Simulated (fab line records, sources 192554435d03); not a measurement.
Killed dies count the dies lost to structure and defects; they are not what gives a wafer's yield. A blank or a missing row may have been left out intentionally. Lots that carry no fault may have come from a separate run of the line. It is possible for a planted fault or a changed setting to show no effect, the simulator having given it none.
Split-lot trial -- flow n5-finfet -- route with 1938 steps; 7 lots, 21 wafers read

== ABOUT THE SPLIT ==
At N5_FIN_SAQP_PECVD_47 (deposits a-Si from SiH4/He, target thk 45 nm, time 36.3 s), the setting time-s was moved away from the recipe's 36.3 s on 5 of the 21 wafers read, by -5.6% to +14.5%. This setting was run at the recipe's value on the other wafers.

== FROM THE SPLIT TO THE READING: what the file shows between them, 4 steps ==
- N5_FIN_SAQP_PECVD_48: deposits SiNx from SiH4/NH3/N2, target thk 25 nm, time 22.1 s
- N5_FIN_SAQP_PECVD_06: deposits a-Si from SiH4/He, target thk 60 nm, time 48.1 s
- N5_FIN_SAQP_ETCH_57: etches SiNx in CH3F/O2, target depth 32.5 nm, time 46.4 s
- N5_FIN_SAQP_ETCH_65: etches SiO2 in CF4, target depth 4 nm, time 4.4 s

== THE READING ==
etch.depth-nm (the simulator's own value, which no gauge read), in nm, at N5_FIN_SAQP_MANDREL_ETCH_58 (etches a-Si in HBr/Cl2, stops on SiNx, target depth 45 nm, bt time 10 s, time 27 s). The file gives no usual value for it. The 16 wafers here that ran the recipe average 44.73 nm, standard deviation 0.67 nm.

wafer,"tool, chamber at the split","time-s as run, s",against the recipe,"etch.depth-nm, nm",against lot-mates on the recipe
L074.1,"pecvd-03, 1",36.3,recipe,44.37,-
L074.4,"pecvd-03, 0",36.3,recipe,44.73,-
L074.5,"pecvd-03, 1",41.56,+14.5%,51.62,+7.07
L076.1,"pecvd-04, 1",36.3,recipe,44.62,-
L076.2,"pecvd-04, 0",36.3,recipe,44.48,-
L076.3,"pecvd-04, 2",36.3,recipe,43.54,-
L077.1,"pecvd-01, 2",36.3,recipe,43.53,-
L077.3,"pecvd-01, 1",34.41,-5.2%,42.24,-1.29
L077.6,"pecvd-01, 1",34.41,-5.2%,43.23,-0.30
L078.2,"pecvd-04, 0",36.3,recipe,45.06,-
L078.3,"pecvd-04, 2",36.3,recipe,44.43,-
L078.6,"pecvd-04, 1",36.3,recipe,45.47,-
L081.1,"pecvd-04, 0",36.3,recipe,45.01,-
L081.3,"pecvd-04, 1",36.3,recipe,44.25,-
L081.4,"pecvd-04, 1",36.3,recipe,44.82,-
L085.1,"pecvd-04, 0",36.3,recipe,45.2,-
L085.4,"pecvd-04, 0",36.3,recipe,46.05,-
L085.5,"pecvd-04, 2",36.3,recipe,45.74,-
L088.1,"pecvd-03, 2",36.3,recipe,44.4,-
L088.2,"pecvd-03, 0",34.27,-5.6%,41.49,-2.91
L088.3,"pecvd-03, 1",34.27,-5.6%,41.68,-2.72

THE FIT
A straight line over all 21 wafers: etch.depth-nm changes by +0.477 nm for each +1% of time-s; r = +0.95; the points scatter about the line by 0.68 nm.
The same after taking each lot's own level away (the mean of its wafers on the recipe; 21 wafers): +0.438 nm for each +1%; r = +0.95; scatter 0.62 nm.
On that fit, the largest move of time-s shifts the reading by 6.4 nm.
Measured against the standard deviation above, the lots' own levels, which go from 43.530 to 45.663 nm, span 3.2 times it.
The two slopes agree, so the slope changes little with the lot-to-lot level.
Check: for one of the wafers moved furthest among these (+14.5%), held out of the fit, the line's prediction against its lot-mates is +4.97 nm. Against them it came out at +7.07 nm.

== THESE WAFERS: OTHER SPLITS ==
Note: prior to the reading, these wafers also went through further splits. Each is held against what the fit with the lots' levels taken away leaves over:
other split on the same wafers,wafers away from the commonest value,r with etch.depth-nm (lot level and that fit taken away)
N5_ZERO_LAYER_PECVD_02 time-s,8,-0.10
N5_ZERO_LAYER_COAT_05 spin-rpm,5,-0.40
N5_WELL_APT_EXPOSE_22 dose-mj,5,+0.46
N5_WELL_APT_PEB_23 peb-temp-c,11,-0.08
N5_FIN_SAQP_HM_DEP_03 time-s,8,-0.44

== THE WHOLE CHAIN: every reading that the file lists as answering this split, in the file's order ==
step,what it does,reading,change (the file's fit),r (the file's)
N5_FIN_SAQP_PECVD_47,"deposits a-Si from SiH4/He, target thk 45 nm, time 36.3 s","a-Si_of_FIN_SAQP_PECVD_47.thk-nm (the simulator's own value, which no gauge read)",+0.456 nm for each +1% of the setting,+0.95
N5_FIN_SAQP_MANDREL_ETCH_58,"etches a-Si in HBr/Cl2, stops on SiNx, target depth 45 nm, bt time 10 s, time 27 s","etch.depth-nm (the simulator's own value, which no gauge read)",+0.456 nm for each +1% of the setting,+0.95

== FILE'S OWN FIT ==
etch.depth-nm changes by +0.456 nm for each +1% of time-s, r = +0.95.
